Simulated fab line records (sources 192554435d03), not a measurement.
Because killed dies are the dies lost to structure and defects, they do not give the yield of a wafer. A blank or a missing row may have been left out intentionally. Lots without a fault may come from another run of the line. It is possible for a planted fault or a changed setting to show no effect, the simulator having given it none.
fab line records	flow n5_finfet	part 1 of 2: steps 1 to 22 of 29
[record] lots = 5	wafers = 15	last_day = 20
route steps=1938 shown HKMG_FIN@406
lots that met no fault: from a run of the same line without faults
start_h: start of the lot's first displayed wafer, in hours after the record's first day	wait_h: hours elapsed since this lot's preceding step	" repeats the value in the row above	L1.1+2: several wafers, shown together as one row	- no value, or no start was given	* or withheld: withheld	< > ~ a bound
route shown NAME@n: NAME is a module with steps in the file, n the number in the route of the first one	usual: mean/standard deviation of fault-free wafers	same: alike in all rows	chamber/n: place in a boat	sites: the reading at each site	_std_site: how widely they spread, as a standard deviation	_edge_site: mean of outer sites minus mean of inner sites	radius_mm: how far each site lies from the wafer's centre	mask NAME#n: copy n	behind: the most recent tool/chamber to have shaped the wafer	hold: why the lot was held/for how many hours/how that ended	device: the n, p or np transistor that did not switch	end of line: at the end of the route, the tests of the same wafers	step lacking rows: just its recipe	killed: at the first sort, the dies lost to defects and structure; wafer yield is something else	map: per-die view of a wafer (x killed, . not killed, _ where there is no die)
set.NAME: the setting the step ran with; set.NAME@STEP: the setting that earlier step ran with	model.NAME: the simulator's own value behind a step, which no gauge read
lots at some steps of the route; a table a step, a row a wafer
services: the hour from which a tool's chamber was out of use, counted from the record's first day as start_h (under 0 if before that day), plus the number of hours and why
[[steps]]
[step N5_HKMG_FIN_ETCH_58]
[recipe] chemistry = N2/H2	target = SOC	target_depth_a = 2158	ion_energy_ev = 50	bias_w = 13	time_s = 741	pressure_mtorr = 30	source_w = 875	n2_flow_sccm = 200	h2_flow_sccm = 200
[usual] drypump_motor_current_A = 5.49/0.22	oes_product_au = 0.79/0.076	rf_vpp_V = 99.1/0.97	showerhead_plenum_p_Torr = 2.54/0.082	throttle_valve_pct = 17.74/0.22
lot.wafer	tool	chamber	start_h	wait_h	drypump_motor_current_A	oes_product_au	rf_hours_counter_h	rf_vpp_V	showerhead_plenum_p_Torr	throttle_valve_pct
L074.1	rie_diel-05	0	73.41	0.0	5.11	0.77	127	100.1	2.66	18.00
L074.4	"	3	"	"	5.61	0.66	250	98.6	2.61	17.93
L074.6	"	1	"	"	5.55	0.70	-	99.1	2.62	18.08
L079.1	rie_diel-05	1	103.69	0.0	5.55	0.69	230	99.4	2.62	18.09
L079.2	"	2	"	"	5.90	0.74	171	98.8	2.53	17.55
L079.4	"	0	"	"	5.12	0.76	141	99.5	2.65	18.03
L081.1	rie_diel-06	0	117.17	0.0	5.55	0.75	159	98.1	2.42	17.90
L081.3	"	2	"	"	5.28	0.74	169	99.7	2.53	17.55
L081.4	"	0	"	"	5.55	0.76	-	98.7	2.43	17.90
L082.1	rie_diel-06	1	120.98	0.0	5.89	0.83	65	97.2	2.58	17.41
L082.3	"	3	"	"	5.32	0.82	106	97.8	2.57	17.91
L082.6	"	3	"	"	5.35	0.82	-	99.1	2.57	17.92
L096.2	rie_diel-03	3	204.70	0.0	5.29	0.85	56	100.0	2.58	17.96
L096.3	"	2	"	"	5.62	0.74	154	96.8	2.33	17.80
L096.5	"	2	"	"	5.59	0.75	-	99.0	2.33	17.81
[step N5_HKMG_FIN_STRIP_93]
[recipe] chemistry = N2/H2	material = SOC	time_s = 20	power_w = 500	temp_c = 40	pressure_mtorr = 50	rf_frequency_hz = 6e+07	bias_power_w = 8	h2_frac = 0.5	n2_flow_sccm = 300	h2_flow_sccm = 300
[usual] drypump_motor_current_A = 5.50/0.23	oes_product_au = 0.79/0.077	rf_vpp_V = 54.2/0.88	showerhead_plenum_p_Torr = 3.36/0.1	throttle_valve_pct = 18.98/0.25
lot.wafer	tool	chamber	start_h	wait_h	drypump_motor_current_A	oes_product_au	rf_hours_counter_h	rf_vpp_V	showerhead_plenum_p_Torr	throttle_valve_pct
L074.1	rie_diel-05	0	73.84	0.2	5.13	0.78	128	55.8	3.50	19.12
L074.4	"	3	"	"	5.62	0.66	250	55.5	3.44	19.10
L074.6	"	1	"	"	5.59	0.70	-	53.8	3.46	19.51
L079.1	rie_diel-05	1	104.12	0.2	5.54	0.70	230	52.3	3.45	19.52
L079.2	"	2	"	"	5.92	0.74	171	54.6	3.35	18.56
L079.4	"	0	"	"	5.13	0.77	141	54.5	3.50	19.17
L081.1	rie_diel-06	0	117.59	0.2	5.54	0.75	159	55.1	3.21	19.08
L081.3	"	2	"	"	5.29	0.74	170	54.0	3.35	18.78
L081.4	"	0	"	"	5.54	0.75	-	55.0	3.21	19.09
L082.1	rie_diel-06	1	121.41	0.2	5.89	0.82	65	54.9	3.40	19.03
L082.3	"	3	"	"	5.34	0.82	107	53.2	3.39	19.32
L082.6	"	3	"	"	5.35	0.81	-	55.1	3.39	19.31
L096.2	rie_diel-03	3	205.12	0.2	5.31	0.85	56	54.1	3.40	19.10
L096.3	"	2	"	"	5.61	0.74	154	54.1	3.09	18.88
L096.5	"	2	"	"	5.61	0.74	-	53.7	3.09	18.89
[step N5_HKMG_FIN_WET_ETCH_76]
[recipe] chemistry = dNH4OH	mix = 1:50	temp_c = 25	target = Al2O3	stop_on = La2O3	target_depth_nm = 2.25	dry = ipa_marangoni	rinse_time_s = 30	rinse_temp_c = 23
[usual] bath_heat_duty_pct = 6.4/0.89
lot.wafer	tool	chamber	start_h	wait_h	bath_heat_duty_pct
L074.1	wet_bench-01	7	73.92	0.1	5.5
L074.4	"	0	"	"	5.9
L074.6	"	5	"	"	6.7
L079.1	wet_bench-06	5	104.20	0.1	5.2
L079.2	"	0	"	"	6.7
L079.4	"	6	"	"	6.5
L081.1	wet_bench-05	4	117.67	0.1	6.2
L081.3	"	1	"	"	4.9
L081.4	"	2	"	"	6.8
L082.1	wet_bench-05	2	121.49	0.1	6.2
L082.3	"	7	"	"	5.9
L082.6	"	4	"	"	6.3
L096.2	wet_bench-01	5	205.21	0.1	6.3
L096.3	"	4	"	"	7.2
L096.5	"	7	"	"	7.0
[step N5_HKMG_FIN_STRIP_60]
[recipe] chemistry = N2/H2	power_w = 2500	temp_c = 300	h2_frac = 0.65	time_s = 360	pressure_mtorr = withheld	n2_flow_sccm = 1750	h2_flow_sccm = 3250
[usual] drypump_motor_current_A = 5.7/0.67	heater_power_w = 457/71
lot.wafer	tool	chamber	start_h	wait_h	drypump_motor_current_A	heater_power_w	rf_hours_counter_h
L074.1	plasma_asher-02	0	73.99	0.0	6.1	392	86
L074.4	"	0	"	"	6.1	389	-
L074.6	"	1	"	"	6.5	577	-
L079.1	plasma_asher-02	0	104.27	0.0	6.1	375	91
L079.2	"	1	"	"	6.5	591	91
L079.4	"	1	"	"	6.5	575	-
L081.1	plasma_asher-01	0	117.74	0.0	5.8	399	47
L081.3	"	1	"	"	4.7	480	-
L081.4	"	0	"	"	5.8	396	-
L082.1	plasma_asher-01	0	121.56	0.0	5.8	395	47
L082.3	"	1	"	"	4.7	486	-
L082.6	"	1	"	"	4.7	470	-
L096.2	plasma_asher-01	0	205.27	0.0	5.8	402	65
L096.3	"	1	"	"	4.7	480	-
L096.5	"	1	"	"	4.7	469	-
[step N5_HKMG_FIN_WET_ETCH_77]
[recipe] chemistry = dHCl	mix = 1:10000	temp_c = 25	target = La2O3	stop_on = HfO2	target_depth_nm = 2
[usual] bath_heat_duty_pct = 6.3/0.99
lot.wafer	tool	chamber	start_h	wait_h	bath_heat_duty_pct
L074.1	wet_bench-01	1	74.38	0.3	4.5
L074.4	"	4	"	"	7.0
L074.6	"	6	"	"	6.3
L079.1	wet_bench-05	1	104.66	0.3	5.4
L079.2	"	6	"	"	6.9
L079.4	"	4	"	"	5.0
L081.1	wet_bench-01	0	118.13	0.3	5.3
L081.3	"	7	"	"	5.3
L081.4	"	1	"	"	4.1
L082.1	wet_bench-06	7	121.95	0.3	6.2
L082.3	"	3	"	"	6.7
L082.6	"	1	"	"	5.4
L096.2	wet_bench-05	2	205.66	0.3	6.0
L096.3	"	7	"	"	5.7
L096.5	"	5	"	"	6.7
[step N5_HKMG_FIN_WET_ETCH_78]
[recipe] chemistry = dNH4OH	mix = 1:50	temp_c = 25	target = Al2O3	stop_on = La2O3	target_depth_nm = 4.5	dry = ipa_marangoni	rinse_time_s = 30	rinse_temp_c = 23
[usual] bath_heat_duty_pct = 6.4/0.94
lot.wafer	tool	chamber	start_h	wait_h	bath_heat_duty_pct
L074.1	wet_bench-01	1	74.41	0.0	4.8
L074.4	"	4	"	"	7.2
L074.6	"	6	"	"	6.6
L079.1	wet_bench-05	1	104.69	0.0	5.2
L079.2	"	6	"	"	7.8
L079.4	"	4	"	"	6.6
L081.1	wet_bench-01	0	118.16	0.0	5.3
L081.3	"	7	"	"	7.0
L081.4	"	1	"	"	5.1
L082.1	wet_bench-06	7	121.98	0.0	6.2
L082.3	"	3	"	"	5.7
L082.6	"	1	"	"	5.1
L096.2	wet_bench-05	2	205.69	0.0	5.8
L096.3	"	7	"	"	6.9
L096.5	"	5	"	"	7.2
[step N5_HKMG_FIN_ALD_79]
[recipe] material = TiN	target_thk_a = 15	temp_c = 400	ald_precursor_family = TiCl4	ald_co_reactant = NH3	pulse_time_s = 1	purge_time_s = 3	co_reactant_purge_time_s = 2	co_reactant_pulse_time_s = 2	ald_cycles = 68	pressure_torr = 3
[usual] heater_power_w = 921/71	precursor_pulse_height_rel = 1.000/0.019
lot.wafer	tool	chamber	start_h	wait_h	heater_power_w	precursor_pulse_height_rel
L074.1	ald_metal-03	2	74.49	0.0	948	0.995
L074.4	"	1	"	"	909	0.960
L074.6	"	2	"	"	965	1.006
L079.1	ald_metal-04	1	104.76	0.0	1050	0.988
L079.2	"	2	"	"	880	1.024
L079.4	"	0	"	"	953	1.009
L081.1	ald_metal-02	0	118.23	0.0	843	1.012
L081.3	"	1	"	"	923	1.009
L081.4	"	2	"	"	983	1.025
L082.1	ald_metal-03	3	122.05	0.0	914	0.957
L082.3	"	1	"	"	929	0.984
L082.6	"	2	"	"	978	0.997
L096.2	ald_metal-02	0	205.76	0.0	820	1.016
L096.3	"	3	"	"	875	0.979
L096.5	"	3	"	"	912	0.976
[step N5_HKMG_FIN_CVD_62]
[recipe] material = a-Si	target_thk_a = 30	temp_c = 500	precursor = Si2H6	pressure_torr = 1	time_s = 20.8
[usual] heater_power_w = 1370/79
lot.wafer	tool	chamber	start_h	wait_h	heater_power_w
L074.1	thermal_cvd_si-02	2	74.85	0.2	1425
L074.4	"	0	"	"	1322
L074.6	"	1	"	"	1447
L079.1	thermal_cvd_si-01	0	105.12	0.2	1388
L079.2	"	1	"	"	1224
L079.4	"	0	"	"	1375
L081.1	thermal_cvd_si-01	1	118.59	0.2	1225
L081.3	"	2	"	"	1332
L081.4	"	0	"	"	1394
L082.1	thermal_cvd_si-02	0	122.41	0.2	1361
L082.3	"	1	"	"	1464
L082.6	"	1	"	"	1489
L096.2	thermal_cvd_si-02	1	206.12	0.2	1468
L096.3	"	0	"	"	1361
L096.5	"	2	"	"	1445
[step N5_HKMG_FIN_RTA_80]
[recipe] temp_c = withheld	time_s = 2	ambient = N2	idle_temp_c = 600	ramp_up_c_per_s = 150	ramp_down_c_per_s = 60	cool_to_c = 600
lot.wafer	tool	chamber	start_h	wait_h
L074.1+4+6	rtp_anneal-02	0	74.98	0.1
L079.1+2+4	rtp_anneal-02	0	105.25	0.1
L081.1+3+4	rtp_anneal-02	0	118.73	0.1
L082.1+3+6	rtp_anneal-02	0	122.55	0.1
L096.2+3+5	rtp_anneal-01	0	206.28	0.1
[step N5_HKMG_FIN_PRECLEAN_64]
[recipe] chemistry = dHF	time_s = 30	temp_c = 25	dilution = withheld
lot.wafer	tool	chamber	start_h	wait_h
L074.1+4+6	wet_bench-05	1,0,6	75.14	0.1
L079.1+2+4	wet_bench-01	2,6,7	105.40	0.1
L081.1+3+4	wet_bench-01	7,2,3	118.87	0.1
L082.1+3+6	wet_bench-05	0,4,3	122.69	0.1
L096.2+3+5	wet_bench-05	7,0,4	206.40	0.1
[step N5_HKMG_FIN_WET_ETCH_65]
[recipe] chemistry = TMAH	temp_c = 70	conc_wt_pct = 5	target = a-Si	stop_on = TiN	time_s = 49	target_depth_nm = 3
[usual] bath_heat_duty_pct = 13.3/1.8
lot.wafer	tool	chamber	start_h	wait_h	bath_heat_duty_pct
L074.1	wet_bench-05	1	75.15	0.0	11.8
L074.4	"	0	"	"	11.2
L074.6	"	6	"	"	18.1
L079.1	wet_bench-01	2	105.41	0.0	12.5
L079.2	"	6	"	"	14.1
L079.4	"	7	"	"	12.0
L081.1	wet_bench-01	7	118.88	0.0	12.1
L081.3	"	2	"	"	14.9
L081.4	"	3	"	"	16.8
L082.1	wet_bench-05	0	122.71	0.0	12.4
L082.3	"	4	"	"	13.6
L082.6	"	3	"	"	13.6
L096.2	wet_bench-05	7	206.41	0.0	14.1
L096.3	"	0	"	"	10.3
L096.5	"	4	"	"	12.9
[step N5_HKMG_FIN_WET_ETCH_81]
[recipe] chemistry = SC1	target = TiN	stop_on = HfO2	mix = 1:1:5	temp_c = 60	time_s = 57	target_depth_nm = 6
[usual] bath_heat_duty_pct = 10.0/1.4	nh4oh_flow_mL_min = 214.3/0.62
lot.wafer	tool	chamber	start_h	wait_h	bath_heat_duty_pct	nh4oh_flow_mL_min
L074.1	wet_bench-05	1	75.17	0.0	8.5	214.6
L074.4	"	0	"	"	7.7	215.4
L074.6	"	6	"	"	13.3	213.8
L079.1	wet_bench-01	2	105.42	0.0	9.7	214.2
L079.2	"	6	"	"	10.7	213.7
L079.4	"	7	"	"	9.5	214.0
L081.1	wet_bench-01	7	118.90	0.0	8.2	213.6
L081.3	"	2	"	"	10.9	213.5
L081.4	"	3	"	"	11.0	215.0
L082.1	wet_bench-05	0	122.72	0.0	8.9	215.1
L082.3	"	4	"	"	9.9	213.7
L082.6	"	3	"	"	10.9	214.2
L096.2	wet_bench-05	7	206.43	0.0	11.0	213.6
L096.3	"	0	"	"	9.2	212.9
L096.5	"	4	"	"	9.8	213.1
[step N5_HKMG_FIN_WET_ETCH_82]
[recipe] chemistry = dHCl	mix = 1:10000	temp_c = 25	target = La2O3	stop_on = HfO2	target_depth_nm = 2	dry = ipa_marangoni	rinse_time_s = 30	rinse_temp_c = 23
[usual] bath_heat_duty_pct = 6.2/0.86
lot.wafer	tool	chamber	start_h	wait_h	bath_heat_duty_pct
L074.1	wet_bench-05	1	75.20	0.0	5.1
L074.4	"	0	"	"	5.3
L074.6	"	6	"	"	7.3
L079.1	wet_bench-01	2	105.46	0.0	5.7
L079.2	"	6	"	"	7.5
L079.4	"	7	"	"	6.5
L081.1	wet_bench-01	7	118.93	0.0	5.9
L081.3	"	2	"	"	6.0
L081.4	"	3	"	"	7.0
L082.1	wet_bench-05	0	122.75	0.0	5.8
L082.3	"	4	"	"	6.5
L082.6	"	3	"	"	5.6
L096.2	wet_bench-05	7	206.46	0.0	6.0
L096.3	"	0	"	"	6.2
L096.5	"	4	"	"	6.2
[step N5_HKMG_FIN_ALD_36]
[recipe] material = TiN	target_thk_a = 10	temp_c = 400	ald_precursor_family = TiCl4	ald_co_reactant = NH3	pulse_time_s = 1	purge_time_s = 3	co_reactant_purge_time_s = 2	co_reactant_pulse_time_s = 2	ald_cycles = 47	pressure_torr = 3
[usual] heater_power_w = 920/61	precursor_pulse_height_rel = 1.001/0.018
lot.wafer	tool	chamber	start_h	wait_h	heater_power_w	precursor_pulse_height_rel
L074.1	ald_metal-02	2	75.26	0.0	967	1.027
L074.4	"	3	"	"	892	0.981
L074.6	"	3	"	"	881	1.000
L079.1	ald_metal-03	3	105.52	0.0	905	0.990
L079.2	"	0	"	"	899	1.005
L079.4	"	1	"	"	906	1.004
L081.1	ald_metal-03	1	118.99	0.0	930	1.025
L081.3	"	2	"	"	928	0.998
L081.4	"	3	"	"	939	0.998
L082.1	ald_metal-02	1	122.81	0.0	920	1.022
L082.3	"	0	"	"	832	0.978
L082.6	"	2	"	"	991	0.987
L096.2	ald_metal-03	1	206.52	0.0	928	1.023
L096.3	"	2	"	"	965	1.010
L096.5	"	2	"	"	949	0.973
[step N5_HKMG_FIN_THK_MEAS_70]
[recipe] thk_meas_gauge = xrf	reads = HfO2_of_HKMG_FIN_HK_ALD_01
[usual] HK_THK = 1.626/0.021
lot.wafer	tool	chamber	start_h	wait_h	HK_THK[nm]
L074.1	film_metro-02	-	75.54	0.2	1.643
L074.4	"	-	"	"	1.591
L074.6	"	-	"	"	1.635
L079.1	film_metro-02	-	105.80	0.2	1.649
L079.2	"	-	"	"	1.616
L079.4	"	-	"	"	1.643
L081.1	film_metro-01	-	119.27	0.2	1.593
L081.3	"	-	"	"	1.606
L081.4	"	-	"	"	1.586
L082.1	film_metro-02	-	123.09	0.2	1.627
L082.3	"	-	"	"	1.623
L082.6	"	-	"	"	1.598
L096.2	film_metro-02	-	206.80	0.2	1.622
L096.3	"	-	"	"	1.622
L096.5	"	-	"	"	1.600
[step N5_HKMG_FIN_PWFM_ALD_03]
[recipe] material = TiN	target_thk_a = 20	temp_c = 400	ald_precursor_family = TiCl4	ald_co_reactant = NH3	pulse_time_s = 1	purge_time_s = 3	co_reactant_purge_time_s = 2	co_reactant_pulse_time_s = 2	ald_cycles = 91	pressure_torr = 3
[usual] heater_power_w = 918/58	precursor_pulse_height_rel = 0.999/0.021
lot.wafer	tool	chamber	start_h	wait_h	heater_power_w	precursor_pulse_height_rel
L074.1	ald_metal-02	0	75.58	0.0	853	0.970
L074.4	"	3	"	"	895	1.011
L074.6	"	1	"	"	941	0.996
L079.1	ald_metal-02	1	105.83	0.0	942	1.041
L079.2	"	3	"	"	918	0.998
L079.4	"	0	"	"	819	1.019
L081.1	ald_metal-02	3	119.31	0.0	890	1.005
L081.3	"	2	"	"	1002	1.001
L081.4	"	0	"	"	840	1.001
L082.1	ald_metal-03	1	123.13	0.0	907	1.003
L082.3	"	3	"	"	916	0.998
L082.6	"	1	"	"	915	0.988
L096.2	ald_metal-04	0	206.84	0.0	962	0.961
L096.3	"	2	"	"	885	0.982
L096.5	"	2	"	"	911	1.015
[step N5_HKMG_FIN_COAT_29]
[recipe] resist = SOC	temp_c = 250	time_s = 60	spin_rpm = 1500	resist_thk_nm = 300
[usual] chill_plate_temp_C = 22.99/0.096	heater_power_total_W = 500.5/1.7
lot.wafer	tool	chamber	start_h	wait_h	chill_plate_temp_C	heater_power_total_W
L074.1	litho_track-01	0	76.05	0.2	23.09	503.2
L074.4	"	0	"	"	23.19	498.3
L074.6	"	0	"	"	23.10	503.2
L079.1	litho_track-02	0	106.30	0.2	22.97	499.3
L079.2	"	0	"	"	23.00	503.0
L079.4	"	0	"	"	22.95	498.8
L081.1	litho_track-04	0	119.79	0.3	22.95	503.3
L081.3	"	0	"	"	22.91	500.4
L081.4	"	0	"	"	22.82	499.7
L082.1	litho_track-02	0	123.60	0.2	23.04	500.9
L082.3	"	0	"	"	23.13	503.2
L082.6	"	0	"	"	23.07	499.1
L096.2	litho_track-04	0	207.31	0.2	23.01	501.7
L096.3	"	0	"	"	22.94	498.6
L096.5	"	0	"	"	22.80	498.3
[step N5_HKMG_FIN_COAT_30]
[recipe] resist = SiARC	temp_c = 220	time_s = 60	spin_rpm = 1500	resist_thk_nm = 35
[usual] chill_plate_temp_C = 23.00/0.11	heater_power_total_W = 427.6/2.1
lot.wafer	tool	chamber	start_h	wait_h	chill_plate_temp_C	heater_power_total_W
L074.1	litho_track-01	0	-	-	22.82	429.6
L074.4	"	0	"	"	23.02	428.2
L074.6	"	0	"	"	23.03	428.0
L079.1	litho_track-02	0	-	-	23.00	426.8
L079.2	"	0	"	"	23.02	429.2
L079.4	"	0	"	"	22.86	425.4
L081.1	litho_track-04	0	-	-	22.96	430.2
L081.3	"	0	"	"	23.13	426.8
L081.4	"	0	"	"	22.88	429.1
L082.1	litho_track-02	0	-	-	23.08	428.2
L082.3	"	0	"	"	22.99	430.2
L082.6	"	0	"	"	23.01	430.1
L096.2	litho_track-04	0	-	-	23.10	426.7
L096.3	"	0	"	"	22.97	426.2
L096.5	"	0	"	"	22.94	430.6
[step N5_HKMG_FIN_COAT_06]
[recipe] resist = CAR-ArF	spin_rpm = 1500	resist_thk_nm = 90
[usual] chill_plate_temp_C = 23.01/0.11
lot.wafer	tool	chamber	start_h	wait_h	chill_plate_temp_C
L074.1	litho_track-01	0	-	-	22.92
L074.4	"	0	"	"	23.10
L074.6	"	0	"	"	23.01
L079.1	litho_track-02	0	-	-	23.03
L079.2	"	0	"	"	22.78
L079.4	"	0	"	"	23.11
L081.1	litho_track-04	0	-	-	23.03
L081.3	"	0	"	"	23.05
L081.4	"	0	"	"	22.90
L082.1	litho_track-02	0	-	-	23.21
L082.3	"	0	"	"	23.23
L082.6	"	0	"	"	23.03
L096.2	litho_track-04	0	-	-	23.12
L096.3	"	0	"	"	23.11
L096.5	"	0	"	"	23.10
[step N5_HKMG_FIN_EBR_08]
[recipe] solvent = PGMEA	ebr_width_mm = 1.5
[usual] chill_plate_temp_C = 22.98/0.095
lot.wafer	tool	chamber	start_h	wait_h	chill_plate_temp_C
L074.1	litho_track-01	0	-	-	22.92
L074.4	"	0	"	"	23.07
L074.6	"	0	"	"	22.95
L079.1	litho_track-02	0	-	-	22.81
L079.2	"	0	"	"	22.81
L079.4	"	0	"	"	22.93
L081.1	litho_track-04	0	-	-	22.79
L081.3	"	0	"	"	23.01
L081.4	"	0	"	"	23.03
L082.1	litho_track-02	0	-	-	23.11
L082.3	"	0	"	"	23.03
L082.6	"	0	"	"	23.13
L096.2	litho_track-04	0	-	-	23.12
L096.3	"	0	"	"	23.01
L096.5	"	0	"	"	23.03
[step N5_HKMG_FIN_SOFTBAKE_07]
[recipe] temp_c = 110	time_s = 60	resist = CAR-ArF
[usual] chill_plate_temp_C = 22.99/0.1	heater_power_total_W = 175.2/1.6
lot.wafer	tool	chamber	start_h	wait_h	chill_plate_temp_C	heater_power_total_W
L074.1	litho_track-01	0	-	-	23.11	175.5
L074.4	"	0	"	"	23.07	175.2
L074.6	"	0	"	"	23.04	175.9
L079.1	litho_track-02	0	-	-	23.02	177.6
L079.2	"	0	"	"	23.10	177.5
L079.4	"	0	"	"	22.99	175.5
L081.1	litho_track-04	0	-	-	22.89	175.7
L081.3	"	0	"	"	22.95	174.2
L081.4	"	0	"	"	22.80	173.4
L082.1	litho_track-02	0	-	-	23.02	173.9
L082.3	"	0	"	"	22.97	173.7
L082.6	"	0	"	"	22.93	173.3
L096.2	litho_track-04	0	-	-	22.97	173.0
L096.3	"	0	"	"	22.96	174.5
L096.5	"	0	"	"	22.98	175.0
[step N5_HKMG_FIN_EXPOSE_09]
[recipe] mask_id = NWFM	na = 1.35	source_shape = conventional	sigma_outer = 0.8	polarization = unpolarized	dose_mj = 39.25
lot.wafer	tool	chamber	start_h	wait_h	mask
L074.1+4+6	arfi_scanner-02	0	76.29	-	NWFM#0
L079.1+2+4	arfi_scanner-03	0	106.55	-	NWFM#0
L081.1+3+4	arfi_scanner-02	0	119.91	-	NWFM#0
L082.1+3+6	arfi_scanner-02	0	123.77	-	NWFM#0
L096.2+3+5	arfi_scanner-02	0	207.43	-	NWFM#0
